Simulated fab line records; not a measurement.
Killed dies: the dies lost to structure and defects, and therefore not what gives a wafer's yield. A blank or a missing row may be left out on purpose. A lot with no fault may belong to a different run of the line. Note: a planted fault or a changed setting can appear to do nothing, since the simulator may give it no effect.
Matching of chambers + flow n5 finfet + N5_BEOL_M14_DESCUM_33 on rie diel-06: 4 sister chambers
The step chemistry O2, time 7.9 s. 18 wafers are shown with their chamber, then 9 later ones without.

WAFERS WITH THEIR CHAMBER
| wafer  | chamber | showerhead plenum p Torr (Torr) | drypump motor current A (A) | throttle valve pct (%) |
|--------|---------|---------------------------------|-----------------------------|------------------------|
| L074.1 | 1       | 2.07                            | 5.6                         | 20.81                  |
| L074.4 | 0       | 1.99                            | 4.8                         | 20.40                  |
| L074.6 | 2       | 2.07                            | 5.3                         | 20.62                  |
| L079.3 | 2       | 2.07                            | 5.3                         | 20.65                  |
| L079.4 | 0       | 1.99                            | 4.8                         | 20.39                  |
| L079.5 | 1       | 2.07                            | 5.6                         | 20.84                  |
| L080.2 | 2       | 2.07                            | 5.3                         | 20.65                  |
| L080.3 | 0       | 1.99                            | 4.8                         | 20.40                  |
| L080.6 | 2       | 2.07                            | 5.3                         | 20.63                  |
| L083.1 | 3       | 2.22                            | 4.9                         | 20.45                  |
| L083.5 | 0       | 1.99                            | 4.8                         | 20.42                  |
| L083.6 | 3       | 2.22                            | 4.9                         | 20.45                  |
| L084.1 | 0       | 1.98                            | 4.8                         | 20.42                  |
| L084.2 | 2       | 2.06                            | 5.3                         | 20.65                  |
| L084.4 | 1       | 2.07                            | 5.6                         | 20.86                  |
| L089.1 | 2       | 2.06                            | 5.3                         | 20.66                  |
| L089.2 | 0       | 1.98                            | 4.8                         | 20.45                  |
| L089.6 | 3       | 2.22                            | 4.8                         | 20.48                  |

SIGNATURES (averages over the wafers above)
| reading                  | chamber 0 | chamber 1 | chamber 2 | chamber 3 | scatter within a chamber |
|--------------------------|-----------|-----------|-----------|-----------|--------------------------|
| showerhead plenum p Torr | 1.9867    | 2.0700    | 2.0667    | 2.2200    | 0.00436                  |
| drypump motor current A  | 4.800     | 5.600     | 5.300     | 4.867     | 0.0218                   |
| throttle valve pct       | 20.4133   | 20.8367   | 20.6433   | 20.4600   | 0.0195                   |
Rule: for each reading, subtract the chamber's mean from the wafer's reading, divide by that reading's scatter and square the result; add these up over the readings and take the root, which gives the wafer's distance from the chamber. The wafer belongs to the nearest chamber; if the next one is less than 2 further off, it can't be placed. The scatter: take each reading less its chamber's mean, square it, sum over the shown wafers, divide by the number of wafers less the number of chambers, and take the root.

WAFERS WITHOUT THEIR CHAMBER
| wafer  | showerhead plenum p Torr (Torr) | drypump motor current A (A) | throttle valve pct (%) |
|--------|---------------------------------|-----------------------------|------------------------|
| L090.1 | 2.06                            | 5.3                         | 20.68                  |
| L090.4 | 2.22                            | 4.9                         | 20.49                  |
| L090.5 | 2.06                            | 5.3                         | 20.66                  |
| L093.3 | 2.06                            | 5.6                         | 20.89                  |
| L093.4 | 2.06                            | 5.6                         | 20.88                  |
| L093.6 | 1.98                            | 4.8                         | 20.46                  |
| L094.1 | 2.06                            | 5.6                         | 20.86                  |
| L094.4 | 1.98                            | 4.8                         | 20.46                  |
| L094.5 | 2.06                            | 5.6                         | 20.88                  |

CHAMBER TAKEN BY EACH
| wafer  | from the rows above | in truth |
|--------|---------------------|----------|
| L090.1 | 2                   | 2        |
| L090.4 | 3                   | 3        |
| L090.5 | 2                   | 2        |
| L093.3 | 1                   | 1        |
| L093.4 | 1                   | 1        |
| L093.6 | 0                   | 0        |
| L094.1 | 1                   | 1        |
| L094.4 | 0                   | 0        |
| L094.5 | 1                   | 1        |
Placed correctly: 9 of 9. Can't be placed from these rows: 0. Placed wrongly: 0.
